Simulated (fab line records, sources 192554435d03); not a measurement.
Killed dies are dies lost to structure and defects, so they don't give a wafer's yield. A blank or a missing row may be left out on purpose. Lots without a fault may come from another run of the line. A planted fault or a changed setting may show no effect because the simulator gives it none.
Chamber matching | flow n5_finfet | N5_FIN_SAQP_ETCH_51 on rie_diel-03: 4 sister chambers
The step etches SiARC in CF4, target depth 45.5 nm, time 75.8 s. 22 wafers are shown with their chamber, then 11 later ones without.

WAFERS WITH THEIR CHAMBER
wafer  | chamber | drypump_motor_current_A (A) | showerhead_plenum_p_Torr (Torr) | oes_product_au (a.u.)
L074.2 | 0       | 5.6                         | 2.08                            | 0.71
L074.3 | 1       | 5.3                         | 2.23                            | 0.65
L074.5 | 0       | 5.6                         | 2.08                            | 0.71
L075.2 | 0       | 5.5                         | 2.08                            | 0.70
L075.3 | 2       | 6.1                         | 2.15                            | 0.64
L075.4 | 0       | 5.6                         | 2.08                            | 0.70
L080.2 | 3       | 5.9                         | 2.27                            | 0.80
L080.3 | 1       | 5.3                         | 2.22                            | 0.64
L080.6 | 3       | 5.9                         | 2.27                            | 0.80
L084.2 | 3       | 5.9                         | 2.27                            | 0.78
L084.3 | 2       | 6.1                         | 2.14                            | 0.63
L084.6 | 0       | 5.5                         | 2.07                            | 0.69
L086.3 | 0       | 5.5                         | 2.07                            | 0.68
L086.5 | 3       | 5.9                         | 2.27                            | 0.76
L086.6 | 0       | 5.5                         | 2.07                            | 0.68
L088.1 | 3       | 5.9                         | 2.27                            | 0.77
L088.2 | 2       | 6.1                         | 2.14                            | 0.62
L088.3 | 0       | 5.5                         | 2.07                            | 0.68
L088.4 | 1       | 5.3                         | 2.22                            | 0.63
L088.5 | 2       | 6.1                         | 2.14                            | 0.61
L088.6 | 1       | 5.3                         | 2.22                            | 0.63
L090.1 | 0       | 5.5                         | 2.06                            | 0.68

SIGNATURES (means of the wafers above)
reading                  | chamber 0 | chamber 1 | chamber 2 | chamber 3 | scatter within a chamber
drypump_motor_current_A  | 5.533     | 5.300     | 6.100     | 5.900     | 0.0333
showerhead_plenum_p_Torr | 2.0733    | 2.2225    | 2.1425    | 2.2700    | 0.00553
oes_product_au           | 0.6922    | 0.6375    | 0.6250    | 0.7820    | 0.0138
Rule: a wafer's distance from a chamber is the root of the sum, over the readings, of the square of ((its reading less the chamber's mean) divided by the reading's scatter). The wafer belongs to the nearest chamber; if the next one is less than 2 further off, it can't be placed. The scatter: the root of (the sum of the squares of (reading less its chamber's mean) over the shown wafers, divided by (wafers less chambers)).

WAFERS WITHOUT THEIR CHAMBER
wafer  | drypump_motor_current_A (A) | showerhead_plenum_p_Torr (Torr) | oes_product_au (a.u.)
L090.2 | 5.3                         | 2.22                            | 0.63
L090.3 | 5.9                         | 2.27                            | 0.75
L090.4 | 6.1                         | 2.14                            | 0.61
L090.5 | 5.6                         | 2.06                            | 0.68
L090.6 | 5.9                         | 2.27                            | 0.76
L091.2 | 5.3                         | 2.22                            | 0.63
L091.3 | 5.5                         | 2.06                            | 0.68
L091.6 | 5.9                         | 2.26                            | 0.76
L093.1 | 5.9                         | 2.26                            | 0.76
L093.2 | 5.6                         | 2.06                            | 0.67
L093.5 | 5.5                         | 2.06                            | 0.68

WHICH CHAMBER EACH WENT THROUGH
wafer  | from the rows above | in truth
L090.2 | 1                   | 1
L090.3 | 3                   | 3
L090.4 | 2                   | 2
L090.5 | 0                   | 0
L090.6 | 3                   | 3
L091.2 | 1                   | 1
L091.3 | 0                   | 0
L091.6 | 3                   | 3
L093.1 | 3                   | 3
L093.2 | 0                   | 0
L093.5 | 0                   | 0
Placed correctly: 11 of 11. Can't be placed from these rows: 0. Placed wrongly: 0.
